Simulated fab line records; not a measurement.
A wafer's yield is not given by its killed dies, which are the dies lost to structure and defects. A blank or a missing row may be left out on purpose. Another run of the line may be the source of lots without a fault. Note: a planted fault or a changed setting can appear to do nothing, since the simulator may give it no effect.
fab line records    flow n5Finfet
record: lots: 9  wafers: 24  lastDay: 18
route steps=1938 shown BEOL_M4@1111 BEOL_M12@1639 PASSIVATION@1936
lots that met no fault: from a run of the same line without faults
startH: hours from the record's opening day to when the first of the lot's shown wafers began    waitH: hours elapsed since this lot's preceding step    " identical to the entry in the row above    L1.1+2: a single row standing in for several wafers    - value missing, or start not given    * or withheld: withheld    < > ~ a bound
route shown NAME@n: names a module that has steps shown in the file, with the first one's number in the route    usual: average and standard deviation across the fault-free wafers    same: alike in all rows    chamber/n: place in a boat    sites: readings site by site    _std_site: standard deviation across them    _edge_site: outer sites' mean less inner sites'    radiusMm: how far each site lies from the wafer's centre    mask NAME#n: copy n    behind: the tool/chamber that last shaped the wafer    hold: reason for holding the lot/hours on hold/outcome of the hold    device: transistor that didn't switch, given as n, p or np    end of line: tests of these same wafers at the route's end    a step given without rows: its recipe and nothing more    killed: the dies lost at the first sort to structure and to defects; this is not the yield of the wafer    map: per-die view of a wafer (x killed, . not killed, _ where there is no die)
set.NAME: setting as actually run; set.NAME@STEP: the setting as run at that earlier step    model.NAME: the simulator's own value behind a step, which no gauge read
a sample of lots followed through the steps of the route, with each step as a table and each wafer as a row
services: a tool's chamber out of use, with start hour (startH, from the record's first day; less than 0 if before it), hours out, and reason
== steps ==
step: N5_BEOL_M4_RC_MEAS_101
usual: DIBL_N: 36.5/1.4  DIBL_P: 36.5/1.6  IOFF_N: 0.163/0.022  IOFF_P: 0.219/0.029  ION_N: 675/8.3  ION_P: 464/6.2  SS_N: 71.5/0.52  SS_P: 73.4/0.57  VT_N: 249.7/2.6  VT_P: -250/3
lot.wafer  tool       chamber  startH  waitH  DIBL_N[mV/V]  DIBL_P[mV/V]  IOFF_N[nA/um]  IOFF_P[nA/um]  ION_N[uA/um]  ION_P[uA/um]  SS_N[mV/dec]  SS_P[mV/dec]  VT_N[mV]  VT_P[mV]
L506.1     prober-02  0        164.98  0.4    35.8          35.3          0.140          0.185          661           459           71.2          72.5          250.8     -250
L506.2     "          0        "       "      38.3          37.5          0.177          0.224          671           462           72.1          73.1          248.6     -247
L506.5     "          0        "       "      36.7          37.0          0.152          0.201          670           465           71.2          72.9          249.0     -249
L511.4     prober-02  0        202.06  0.5    37.9          36.5          0.191          0.215          691           463           72.1          73.6          248.8     -253
L511.6     "          0        "       "      36.1          35.4          0.153          0.193          671           459           71.2          73.2          251.1     -253
L510.5     prober-02  0        211.79  0.6    37.2          37.4          0.190          0.208          691           466           72.5          72.4          245.4     -251
L510.6     "          0        "       "      37.7          38.7          0.194          0.236          687           461           72.0          73.9          246.8     -251
L513.5     prober-01  0        213.63  0.6    35.8          35.2          0.154          0.188          666           454           70.6          73.4          250.5     -251
L513.6     "          0        "       "      36.2          36.4          0.173          0.200          682           462           71.4          73.0          249.3     -251
L519.2     prober-01  0        246.60  0.2    34.8          35.5          0.147          0.234          664           466           71.8          73.1          249.3     -247
L519.3     "          0        "       "      35.3          36.7          0.165          0.258          683           474           72.0          73.3          247.6     -245
L519.6     "          0        "       "      36.8          38.5          0.186          0.295          668           473           73.2          73.8          245.2     -242
L521.2     prober-01  0        279.40  0.2    38.6          37.1          0.181          0.226          682           462           72.3          73.7          246.5     -251
L521.3     "          0        "       "      38.1          36.5          0.173          0.205          678           456           72.3          73.7          248.6     -253
L521.6     "          0        "       "      38.4          36.5          0.177          0.205          665           450           71.2          73.2          249.0     -254
L525.1     prober-02  0        285.77  0.0    37.2          37.0          0.176          0.219          682           461           71.7          73.5          249.3     -250
L525.3     "          0        "       "      37.7          38.1          0.195          0.232          694           469           71.5          73.2          247.1     -251
L525.4     "          0        "       "      38.3          38.3          0.203          0.244          682           465           71.7          73.7          246.3     -250
L526.1     prober-02  0        290.68  0.0    38.5          38.0          0.175          0.240          681           464           71.3          74.3          250.5     -247
L526.5     "          0        "       "      38.7          37.9          0.184          0.244          666           460           71.4          74.3          248.6     -248
L526.6     "          0        "       "      38.1          37.6          0.174          0.248          685           471           71.4          74.0          247.6     -247
L529.1     prober-02  0        316.72  0.0    36.6          35.7          0.149          0.218          661           460           71.8          73.4          251.6     -250
L529.2     "          0        "       "      37.2          36.7          0.164          0.243          665           458           72.8          73.9          250.0     -248
L529.4     "          0        "       "      34.9          33.8          0.132          0.196          667           467           71.7          72.7          254.0     -251
step: N5_BEOL_M12_TRENCH_ETCH_34
recipe: chemistry: C4F8/O2/Ar  target: SiOC  targetDepthA: 3189.5  maskMaterial: SOC  pressureMtorr: 30  sourceW: 3000  biasW: 700  Ar_flow_sccm: 400  C4F8_flow_sccm: 15  O2_flow_sccm: 8  heInnerTorr: 15  heOuterTorr: 30  timeS: 125.5  ionEnergyEv: 250
usual: C4F8_flow_sccm: 15.00/0.047  drypumpMotorCurrentA: 5.7/0.5  heInnerTorr: 14.999/0.029  oesProductAu: 0.81/0.095  rfVppV: 663.4/1.5  showerheadPlenumPTorr: 3.34/0.042  throttleValvePct: 24.15/0.27
lot.wafer  tool        chamber  startH  waitH  C4F8_flow_sccm  drypumpMotorCurrentA  heInnerTorr  oesProductAu  rfHoursCounterH  rfVppV  showerheadPlenumPTorr  throttleValvePct
L506.1     rieDiel-01  3        230.99  0.0    14.98           4.8                   15.046       0.72          216              664.5   3.38                   24.42
L506.2     "           2        "       "      14.94           5.7                   14.998       0.90          27               662.3   3.35                   24.27
L506.5     "           0        "       "      15.03           6.5                   15.009       0.84          -                663.5   3.33                   23.78
L511.4     rieDiel-01  0        269.64  0.0    14.97           6.5                   14.988       0.84          79               664.2   3.33                   23.80
L511.6     "           3        "       "      14.95           4.8                   14.988       0.71          -                664.0   3.38                   24.45
L510.5     rieDiel-01  0        272.65  0.1    15.02           6.5                   14.993       0.83          -                663.6   3.32                   23.80
L510.6     "           1        "       "      15.02           5.7                   14.976       0.98          -                662.9   3.35                   23.92
L513.5     rieDiel-02  2        276.14  0.1    15.04           5.9                   14.998       0.71          -                664.1   3.40                   24.70
L513.6     "           1        "       "      15.02           6.1                   15.004       0.70          -                665.8   3.39                   23.98
L519.2     rieDiel-02  3        313.37  0.0    14.99           6.1                   15.008       0.73          164              665.5   3.41                   24.15
L519.3     "           1        "       "      14.98           6.1                   14.995       0.68          209              664.8   3.39                   24.00
L519.6     "           0        "       "      14.97           5.6                   15.013       0.73          -                661.1   3.29                   24.27
L521.2     rieDiel-05  2        344.52  0.0    15.03           5.1                   14.939       0.67          239              659.4   3.23                   24.31
L521.3     "           0        "       "      14.96           5.1                   14.982       0.87          36               665.3   3.34                   23.85
L521.6     "           2        "       "      14.97           5.2                   14.994       0.67          -                659.7   3.23                   24.31
L525.1     rieDiel-02  0        352.92  0.0    15.01           5.6                   14.974       0.74          171              660.0   3.28                   24.31
L525.3     "           3        "       "      14.95           6.1                   14.978       0.72          177              663.6   3.41                   24.16
L525.4     "           2        "       "      14.92           6.0                   15.006       0.68          232              663.4   3.38                   24.76
L526.1     rieDiel-01  1        361.08  0.0    14.96           5.8                   14.955       0.87          44               662.8   3.33                   23.98
L526.5     "           0        "       "      15.08           6.5                   14.996       0.78          -                661.9   3.31                   23.85
L526.6     "           1        "       "      14.98           5.7                   15.021       0.89          -                663.4   3.33                   23.97
L529.1     rieDiel-05  3        383.48  0.0    15.04           5.8                   14.977       0.92          24               663.1   3.35                   24.36
L529.2     "           1        "       "      15.02           6.0                   14.976       0.83          67               664.7   3.33                   23.96
L529.4     "           0        "       "      14.95           5.0                   15.036       0.86          -                664.2   3.34                   23.87
step: N5_BEOL_M12_DEGAS_41
recipe: ambient: vacuum  tempC: 250  timeS: 60
usual: heaterPowerW: 336/40
lot.wafer  tool           chamber  startH  waitH  heaterPowerW
L506.1     pvdSputter-03  -        233.26  0.2    369
L506.2     "              -        "       "      307
L506.5     "              -        "       "      373
L511.4     pvdSputter-01  -        272.79  0.2    342
L511.6     "              -        "       "      350
L510.5     pvdSputter-02  -        274.41  0.8    308
L510.6     "              -        "       "      358
L513.5     pvdSputter-03  -        277.58  0.6    302
L513.6     "              -        "       "      367
L519.2     pvdSputter-03  -        314.67  0.2    299
L519.3     "              -        "       "      371
L519.6     "              -        "       "      335
L521.2     pvdSputter-01  -        345.27  0.0    342
L521.3     "              -        "       "      384
L521.6     "              -        "       "      377
L525.1     pvdSputter-01  -        353.59  0.2    246
L525.3     "              -        "       "      343
L525.4     "              -        "       "      379
L526.1     pvdSputter-02  -        364.03  0.2    290
L526.5     "              -        "       "      351
L526.6     "              -        "       "      292
L529.1     pvdSputter-02  -        386.77  0.2    305
L529.2     "              -        "       "      355
L529.4     "              -        "       "      297
step: N5_BEOL_M12_SPUTTER_43
recipe: material: TaN  targetThkA: 150  tempC: 50  biasV: 168.6  powerW: 15000  chamberPressurePa: 0.12  timeS: 24.19
usual: biasV: 168.5/1.8  chamberPressurePa: 0.11998/0.00023  throttleValvePct: 30.4/0.43
lot.wafer  tool           chamber  startH  waitH  biasV  chamberPressurePa  throttleValvePct
L506.1     pvdSputter-03  -        233.34  0.0    168.8  0.11928            30.2
L506.2     "              -        "       "      167.3  0.12012            30.2
L506.5     "              -        "       "      168.9  0.11958            30.6
L511.4     pvdSputter-01  -        272.87  0.0    170.2  0.12012            29.6
L511.6     "              -        "       "      169.1  0.12041            30.6
L510.5     pvdSputter-02  -        274.51  0.0    168.5  0.11972            30.4
L510.6     "              -        "       "      165.8  0.11996            31.0
L513.5     pvdSputter-03  -        277.68  0.0    171.2  0.11961            30.0
L513.6     "              -        "       "      169.2  0.11997            30.7
L519.2     pvdSputter-03  -        314.75  0.0    165.9  0.12001            30.3
L519.3     "              -        "       "      171.0  0.11968            30.2
L519.6     "              -        "       "      167.1  0.11964            30.1
L521.2     pvdSputter-01  -        345.35  0.0    170.2  0.11967            30.5
L521.3     "              -        "       "      170.0  0.11984            31.0
L521.6     "              -        "       "      167.0  0.12001            30.8
L525.1     pvdSputter-01  -        353.67  0.0    168.6  0.11996            30.6
L525.3     "              -        "       "      167.0  0.11959            29.4
L525.4     "              -        "       "      165.6  0.12007            30.8
L526.1     pvdSputter-02  -        364.11  0.0    170.3  0.12               30.6
L526.5     "              -        "       "      166.0  0.11975            31.0
L526.6     "              -        "       "      170.4  0.11989            30.3
L529.1     pvdSputter-02  -        386.85  0.0    166.2  0.1197             30.6
L529.2     "              -        "       "      167.5  0.12019            30.9
L529.4     "              -        "       "      168.5  0.11983            30.7
step: N5_BEOL_M12_CMP_49
recipe: stopOn: SiOC  tOverpolishS: 20.6  downForcePsi: 1  platenRpm: 50  clearingPlatenDownForcePsi: 1.5  clearingPlatenRpm: 50  postCmpClean: cuAlkaline  targetThkNm: 320  clearingPlatenPadVelocityMS: 0.99484  padVelocityMS: 0.99484
usual: barrierFieldEndpointS: 30.4/0.58  motorCurrentA: 5.9/0.69  overpolishRunS: 20.600/0.0082  slurryFilterDpKPa: 13.51/0.14
lot.wafer  tool    chamber  startH  waitH  barrierFieldEndpointS  motorCurrentA  overpolishRunS  slurryFilterDpKPa
L506.1     cmp-03  0        234.06  0.3    30.6                   6.1            20.601          13.32
L506.2     "       3        "       "      31.4                   7.7            20.605          13.66
L506.5     "       1        "       "      30.6                   5.2            20.593          13.49
L511.4     cmp-03  0        273.63  0.2    30.7                   6.2            20.614          13.58
L511.6     "       3        "       "      62.6                   7.6            3.588           13.80
L510.6     cmp-03  0        275.34  0.2    60.7                   6.4            5.527           13.69
L510.5     "       1        "       "      30.6                   4.9            20.587          13.58
L513.6     cmp-03  1        278.51  0.2    61.1                   5.4            5.063           13.46
L513.5     "       2        "       "      30.5                   6.9            20.594          13.23
L519.2     cmp-02  0        315.52  0.2    30.6                   5.0            20.609          13.49
L519.3     "       1        "       "      29.4                   5.5            20.608          13.49
L519.6     "       0        "       "      29.6                   5.2            20.592          13.48
L521.3     cmp-02  3        346.15  0.2    29.9                   6.2            20.606          13.32
L521.2     "       0        "       "      30.6                   5.4            20.603          13.34
L521.6     "       2        "       "      30.4                   5.6            20.584          13.50
L525.1     cmp-04  2        354.39  0.3    29.8                   5.8            20.598          13.39
L525.3     "       3        "       "      31.6                   5.4            20.606          13.55
L525.4     "       1        "       "      31.2                   6.2            20.588          13.53
L526.1     cmp-03  3        364.94  0.4    30.9                   7.5            20.594          13.37
L526.5     "       0        "       "      31.6                   6.5            20.598          13.48
L526.6     "       1        "       "      30.8                   5.1            20.589          13.36
L529.2     cmp-04  1        387.90  0.2    30.8                   6.4            20.610          13.47
L529.4     "       2        "       "      29.9                   5.7            20.587          13.17
L529.1     "       3        "       "      30.0                   5.3            20.604          13.37
step: N5_BEOL_M12_THK_MEAS_50
recipe: thkMeasGauge: xrf  reads: Cu_of_BEOL_M12_ECD_47
usual: M12_THK: 315/5.5
lot.wafer  tool          chamber  startH  waitH  M12_THK[nm]
L506.1     filmMetro-01  -        234.35  -      315
L506.2     "             -        "       "      323
L506.5     "             -        "       "      319
L511.4     filmMetro-01  -        273.89  -      319
L511.6     "             -        "       "      581
L510.5     filmMetro-02  -        275.49  -      312
L510.6     "             -        "       "      591
L513.5     filmMetro-01  -        278.66  -      307
L513.6     "             -        "       "      599
L519.2     filmMetro-02  -        315.78  -      309
L519.3     "             -        "       "      309
L519.6     "             -        "       "      318
L521.2     filmMetro-01  -        346.37  -      309
L521.3     "             -        "       "      319
L521.6     "             -        "       "      310
L525.1     filmMetro-01  -        354.68  -      322
L525.3     "             -        "       "      314
L525.4     "             -        "       "      311
L526.1     filmMetro-01  -        365.12  -      319
L526.5     "             -        "       "      317
L526.6     "             -        "       "      328
L529.1     filmMetro-02  -        388.16  -      312
L529.2     "             -        "       "      316
L529.4     "             -        "       "      318
step: N5_BEOL_M12_INSPECT_55
recipe: inspectInstrument: darkfield  mode: postDep
usual: rawDefectCount: 66/23
lot.wafer  tool              chamber  startH  waitH  rawDefectCount
L506.1     defectInspect-02  -        234.50  0.0    37
L506.2     "                 -        "       "      83
L506.5     "                 -        "       "      57
L511.4     defectInspect-01  -        274.04  0.0    93
L511.6     "                 -        "       "      4909
L510.5     defectInspect-01  -        275.64  0.0    52
L510.6     "                 -        "       "      4878
L513.5     defectInspect-02  -        278.81  0.0    46
L513.6     "                 -        "       "      4780
L519.2     defectInspect-02  -        315.93  0.0    51
L519.3     "                 -        "       "      40
L519.6     "                 -        "       "      45
L521.2     defectInspect-02  -        346.52  0.0    47
L521.3     "                 -        "       "      66
L521.6     "                 -        "       "      65
L525.1     defectInspect-01  -        354.83  0.0    80
L525.3     "                 -        "       "      81
L525.4     "                 -        "       "      70
L526.1     defectInspect-02  -        365.30  0.0    77
L526.5     "                 -        "       "      65
L526.6     "                 -        "       "      51
L529.1     defectInspect-02  -        388.34  0.0    83
L529.2     "                 -        "       "      57
L529.4     "                 -        "       "      103
step: N5_PASSIVATION_PROBE_49
usual: defectLimitedYield: 91.2/1.6  killed_at_M0_to_M3: 33/11  killed_at_M4_up: 15/6.2  killedAtContacts: 15/7.1  killedAtFrontEnd: 38/12  killedAtOther: 4/3.5  killedDies: 104/19  killedOnRim: 14/4  killedOpen: 69/14  killedShort: 34/8.5  sort_bin_5_function: 5.2/0.99  sort_bin_6_memory: 3.3/0.77  sortNPass: 1076/19  sortYieldPct: 91.2/1.6
same: grossDies: 1180  killedAtBackSide: 0  sort_bin_4_leakage[%]: 0  sort_bin_8_speed[%]: 0
lot.wafer  tool       chamber  startH  waitH  defectLimitedYield[%]  killed_at_M0_to_M3  killed_at_M4_up  killedAtContacts  killedAtFrontEnd  killedAtOther  killedDies  killedOnRim  killedOpen  killedShort  sort_bin_5_function[%]  sort_bin_6_memory[%]  sortNPass  sortYieldPct[%]
L511.4     prober-01  -        310.20  0.2    88.0                   55                  22               19                44                2              142         19           100         37           6.8                     4.5                   1038       88.0
L511.6     prober-01  -        310.30  0.3    0                      42                  1061             23                53                1              1180        152          105         46           7.5                     4.9                   0          0
L510.5     prober-01  -        311.30  0.2    92.7                   27                  11               14                34                0              86          15           63          23           4.5                     2.5                   1094       92.7
L510.6     prober-01  -        311.35  0.3    0                      27                  1082             21                50                0              1180        152          76          40           5.8                     3.7                   0          0
L513.5     prober-01  -        316.10  0.2    92.6                   21                  12               17                37                0              87          9            53          31           4.4                     2.6                   1093       92.6
L513.6     prober-01  -        316.15  0.3    0                      10                  1125             6                 37                2              1180        152          39          27           3.8                     1.9                   0          0
L519.2     prober-01  -        347.73  0.1    93.2                   20                  14               9                 30                7              80          11           37          40           4.2                     2.3                   1100       93.2
L519.3     prober-01  -        347.78  0.1    93.6                   25                  9                10                28                3              75          10           54          19           4.2                     2.1                   1105       93.6
L519.6     prober-01  -        347.93  0.3    92.6                   15                  10               14                42                6              87          15           55          31           4.7                     2.5                   1093       92.6
L521.2     prober-02  -        378.37  0.1    91.9                   57                  7                8                 23                1              96          13           62          34           4.8                     3.1                   1084       91.9
L521.3     prober-02  -        378.42  0.1    91.4                   36                  12               23                29                2              102         10           71          31           4.9                     3.4                   1078       91.4
L521.6     prober-02  -        378.57  0.3    91.9                   34                  10               26                26                0              96          17           74          22           4.7                     2.9                   1084       91.9
killed by level:class
L511.4 STI_FIN_REVEAL:geometricParticle:open=16 BEOL_M1:geometricParticle:open=14 BEOL_M0_SAQP:geometricParticle:open=13 BEOL_M0_SAQP:geometricParticle:short=13 BEOL_M4:geometricParticle:open=12 MOL_CONTACT_COAG:geometricParticle:open=11 MOL_CONTACT_COAG:geometricParticle:short=8 BEOL_M2:geometricParticle:open=7
L511.6 BEOL_M12:areaCmp=1027 MOL_CONTACT_COAG:geometricParticle:open=17 BEOL_M4:geometricParticle:open=16 FIN_SAQP:geometricParticle:open=13 STI_FIN_REVEAL:geometricParticle:open=12 BEOL_M2:geometricParticle:open=11 FIN_SAQP:geometricParticle:short=9 BEOL_M1:geometricParticle:open=7
L510.5 STI_FIN_REVEAL:geometricParticle:open=15 MOL_CONTACT_COAG:geometricParticle:open=13 BEOL_M2:geometricParticle:open=9 STARTING-WAFER:geometricParticle:short=5 BEOL_M1:geometricParticle:open=4 BEOL_M0:geometricParticle:short=4 BEOL_M3:geometricParticle:open=4 BEOL_M5:geometricParticle:open=4
L510.6 BEOL_M12:areaCmp=1064 STI_FIN_REVEAL:geometricParticle:open=13 MOL_CONTACT_COAG:geometricParticle:open=13 BEOL_M4:geometricParticle:open=11 FIN_SAQP:geometricParticle:open=8 MOL_CONTACT_COAG:geometricParticle:short=8 BEOL_M0_SAQP:geometricParticle:short=6 DUMMY_GATE:geometricParticle:open=5
L513.5 MOL_CONTACT_COAG:geometricParticle:open=13 STARTING-WAFER:geometricParticle:open=7 FIN_SAQP:geometricParticle:open=6 GATE_CUT:geometricParticle:short=6 STARTING-WAFER:geometricParticle:short=5 GATE_CUT:geometricParticle:open=4 MOL_CONTACT_COAG:geometricParticle:short=4 BEOL_M0_SAQP:geometricParticle:open=4
L513.6 BEOL_M12:areaCmp=1112 STI_FIN_REVEAL:geometricParticle:open=9 FIN_SAQP:geometricParticle:short=7 MOL_CONTACT_COAG:geometricParticle:open=5 BEOL_M4:geometricParticle:short=5 GATE_CUT:geometricParticle:short=4 GATE_CUT:geometricParticle:open=4 BEOL_M0_SAQP:geometricParticle:short=4
L519.2 MOL_CONTACT_COAG:geometricParticle:open=6 BEOL_M4:geometricParticle:short=6 STARTING-WAFER:geometricParticle:short=6 GATE_CUT:geometricParticle:short=5 BEOL_M2:geometricParticle:open=5 ILD0:geometricParticle:short=4 BEOL_M4:geometricParticle:open=4 FIN_SAQP:geometricParticle:short=3
L519.3 STI_FIN_REVEAL:geometricParticle:open=8 MOL_CONTACT_COAG:geometricParticle:open=8 BEOL_M2:geometricParticle:open=8 STI_FIN_REVEAL:geometricParticle:short=5 FIN_SAQP:geometricParticle:open=4 BEOL_M0_SAQP:geometricParticle:open=4 BEOL_M1:geometricParticle:open=4 BEOL_M3:geometricParticle:open=4
L519.6 FIN_SAQP:geometricParticle:open=13 MOL_CONTACT_COAG:geometricParticle:open=12 FIN_SAQP:geometricParticle:short=8 GATE_CUT:geometricParticle:short=6 DUMMY_GATE:geometricParticle:open=5 BEOL_M2:geometricParticle:open=5 STI_FIN_REVEAL:geometricParticle:open=3 BEOL_M1:geometricParticle:open=3
L521.2 BEOL_M3:geometricParticle:open=14 BEOL_M0_SAQP:geometricParticle:short=11 BEOL_M0_SAQP:geometricParticle:open=11 BEOL_M3:geometricParticle:short=8 FIN_SAQP:geometricParticle:open=6 BEOL_M2:geometricParticle:open=6 MOL_CONTACT_COAG:geometricParticle:open=5 BEOL_M4:geometricParticle:open=5
L521.3 MOL_CONTACT_COAG:geometricParticle:open=18 BEOL_M3:geometricParticle:open=10 STI_FIN_REVEAL:geometricParticle:open=9 BEOL_M2:geometricParticle:open=8 BEOL_M0_SAQP:geometricParticle:short=7 GATE_CUT:geometricParticle:short=6 MOL_CONTACT_COAG:geometricParticle:short=5 STARTING-WAFER:geometricParticle:open=4
L521.6 MOL_CONTACT_COAG:geometricParticle:open=20 BEOL_M3:geometricParticle:open=13 STI_FIN_REVEAL:geometricParticle:open=11 BEOL_M0_SAQP:geometricParticle:short=8 BEOL_M0_SAQP:geometricParticle:open=7 MOL_CONTACT_COAG:geometricParticle:short=6 FIN_SAQP:geometricParticle:open=5 BEOL_M4:geometricParticle:open=5
== services ==
tool           chamber  startH  hours  kind
rieDiel-05     3        217.36  2.8    repair
rieDiel-01     1        226.12  7.0    repair
cmp-04         -        232.63  0.3    repair
rieDiel-01     1        233.20  -      clean
rieDiel-01     1        233.20  -      consumableReplace:focusRing
rieDiel-01     1        233.20  23.2   scheduledDown
cmp-04         -        246.71  8.5    pm
cmp-02         -        260.23  0.3    repair
cmp-03         -        269.07  4.0    pm
rieDiel-05     -        271.96  10.0   pm
cmp-03         -        273.07  -      consumableReplace:conditioner
cmp-03         -        273.07  -      consumableReplace:pad
cmp-02         -        279.17  4.0    pm
cmp-03         -        290.07  0.6    repair
rieDiel-05     3        292.57  28.2   repair
cmp-02         -        304.96  3.9    repair
rieDiel-05     -        311.93  2.8    pm
pvdSputter-03  -        316.18  2.9    repair
rieDiel-05     3        321.20  7.7    repair
rieDiel-01     3        343.36  5.8    repair
cmp-04         -        357.89  7.3    pm
cmp-04         -        372.27  4.0    pm
rieDiel-02     1        374.63  3.0    repair
rieDiel-02     -        380.59  14.6   pm
== key ==
firstSign: step: N5_BEOL_M12_CMP_49  reading: overpolishRunS  direction: down  sigmas: 99+  usual: 20.600  struck: 4.726
effect: step: N5_BEOL_M12_CMP_49  reading: barrierFieldEndpointS  direction: up  sigmas: 54  usual: 30.4  struck: 61.5
effect: step: N5_BEOL_M12_THK_MEAS_50  reading: M12_THK  direction: up  sigmas: 50  usual: 315  struck: 590
effect: step: N5_BEOL_M12_INSPECT_55  reading: rawDefectCount  direction: up  sigmas: 99+  usual: 66  struck: 4856
effect: step: N5_PASSIVATION_PROBE_49  reading: killed_at_M4_up  direction: up  sigmas: 99+  usual: 15  struck: 1089
moreKillsBornAt: N5_BEOL_M12_CMP_49@cmp-03: 3203
metAt N5_BEOL_M12_CMP_49
struckLots L510,L511,L513
struckWafers L510.6,L511.6,L513.6
laterRowsLeftOut L510.6,L511.6,L513.6
notActingAt N5_BEOL_M12_TRENCH_ETCH_34,N5_BEOL_M12_DEGAS_41,N5_BEOL_M12_SPUTTER_43
onsetBetween 234.06 273.63
fault: kind: processParameterDrift  tool: cmp-03  chamber: -  onsetH: 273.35  steps: N5_BEOL_M12_CMP_49  channel: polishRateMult  offset: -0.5  shape: step  endH: 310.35  scope: struckWafersOnly
laterRowsLeftOut: the simulator's readings of these wafers behind a module that went badly wrong aren't trusted and aren't shown, but for the sort
